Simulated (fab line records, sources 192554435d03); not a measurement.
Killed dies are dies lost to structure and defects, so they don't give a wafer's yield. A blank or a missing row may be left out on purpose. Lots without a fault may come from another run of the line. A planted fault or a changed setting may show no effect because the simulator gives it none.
Chamber matching | flow n5_finfet | N5_MOL_CONTACT_COAG_ALD_27 on ald_sin-02: 4 sister chambers
The step deposits SiOC, target thk 17 nm, pulse time 1.5 s, time 2720 s. 8 wafers are shown with their chamber, then 10 later ones without.

WAFERS WITH THEIR CHAMBER
wafer  | chamber | heater_power_w (W) | precursor_pulse_height_rel
L081.6 | 3       | 802                | 1.000
L088.6 | 3       | 767                | 0.995
L089.3 | 1       | 954                | 0.996
L090.2 | 1       | 925                | 0.996
L090.4 | 2       | 701                | 1.022
L090.6 | 0       | 817                | 0.986
L093.2 | 2       | 739                | 0.988
L093.4 | 0       | 830                | 1.020

WAFERS WITHOUT THEIR CHAMBER
wafer  | heater_power_w (W) | precursor_pulse_height_rel
L093.5 | 842                | 1.023
L094.3 | 985                | 1.029
L094.4 | 809                | 0.945
L094.5 | 720                | 0.977
L095.2 | 806                | 1.030
L095.3 | 969                | 1.013
L095.5 | 834                | 0.991
L097.2 | 821                | 0.973
L097.3 | 789                | 1.020
L097.5 | 818                | 0.960

WHICH CHAMBER EACH WENT THROUGH
wafer  | from the rows above     | in truth
L093.5 | can't be placed: 0 or 3 | 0
L094.3 | 1                       | 1
L094.4 | can't be placed: 3 or 0 | 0
L094.5 | can't be placed: 2 or 3 | 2
L095.2 | can't be placed: 0 or 3 | 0
L095.3 | 1                       | 1
L095.5 | can't be placed: 0 or 3 | 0
L097.2 | can't be placed: 0 or 3 | 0
L097.3 | can't be placed: 3 or 0 | 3
L097.5 | can't be placed: 0 or 3 | 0
Placed correctly: 2 of 10. Can't be placed from these rows: 8 (the true chamber is among the candidates in 8). Placed wrongly: 0.
How it was worked out, from the rows above alone: a wafer's distance from a chamber is the root of the sum, over the readings, of the square of ((its reading less the chamber's mean) divided by the reading's scatter). The wafer belongs to the nearest chamber; if the next one is less than 2 further off, it can't be placed. A chamber's mean is the mean of its shown wafers. The scatter: the root of (the sum of the squares of (reading less its chamber's mean) over the shown wafers, divided by (wafers less chambers)).
